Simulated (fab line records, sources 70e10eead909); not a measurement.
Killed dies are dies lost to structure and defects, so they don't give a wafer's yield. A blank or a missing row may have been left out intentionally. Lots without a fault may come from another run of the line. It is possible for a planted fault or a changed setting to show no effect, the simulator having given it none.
Matching of chambers + flow nand_harc + NHARC_A_ONON_D1_DEP_33 on pecvd-04 has 3 sister chambers
The step deposits SiO2, target thk 200 nm. 6 wafers are shown with their chamber, then 7 later ones without.

## WAFERS, EACH WITH ITS CHAMBER
| wafer  | chamber | throttle_valve_pct (%) | heater_power_w (W) |
|--------|---------|------------------------|--------------------|
| L081.5 | 0       | 15.8                   | 590                |
| L086.2 | 2       | 15.1                   | 514                |
| L086.3 | 1       | 16.8                   | 476                |
| L086.6 | 0       | 15.9                   | 536                |
| L092.1 | 1       | 16.7                   | 469                |
| L092.3 | 2       | 15.3                   | 611                |

## WAFERS WITHOUT THEIR CHAMBER
| wafer  | throttle_valve_pct (%) | heater_power_w (W) |
|--------|------------------------|--------------------|
| L092.4 | 16.3                   | 473                |
| L095.2 | 16.2                   | 511                |
| L095.3 | 15.1                   | 594                |
| L095.6 | 16.3                   | 536                |
| L097.2 | 15.9                   | 583                |
| L097.4 | 17.1                   | 500                |
| L097.6 | 16.1                   | 443                |

## WHICH CHAMBER EACH WENT THROUGH
| wafer  | from the rows above     | in truth |
|--------|-------------------------|----------|
| L092.4 | can't be placed: 1 or 0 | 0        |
| L095.2 | can't be placed: 0 or 1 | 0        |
| L095.3 | 2                       | 2        |
| L095.6 | can't be placed: 0 or 1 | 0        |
| L097.2 | 0                       | 0        |
| L097.4 | 1                       | 1        |
| L097.6 | 0                       | 0        |
Correct placement for 4 of the 7. Cannot be placed on the basis of these rows: 3; the candidates contain the true chamber in 3. Number placed wrongly: 0.
How it was worked out, from the rows above alone: a wafer's distance from a chamber is the root of the sum, over the readings, of the square of ((its reading less the chamber's mean) divided by the reading's scatter). The wafer belongs to the nearest chamber; if the next one is less than 2 further off, it can't be placed. For every chamber, the mean is computed from those of its wafers that are shown. How the scatter is found: for the shown wafers, subtract from each reading the mean of its chamber, square and add these, divide the total by (wafers less chambers), then take the root.
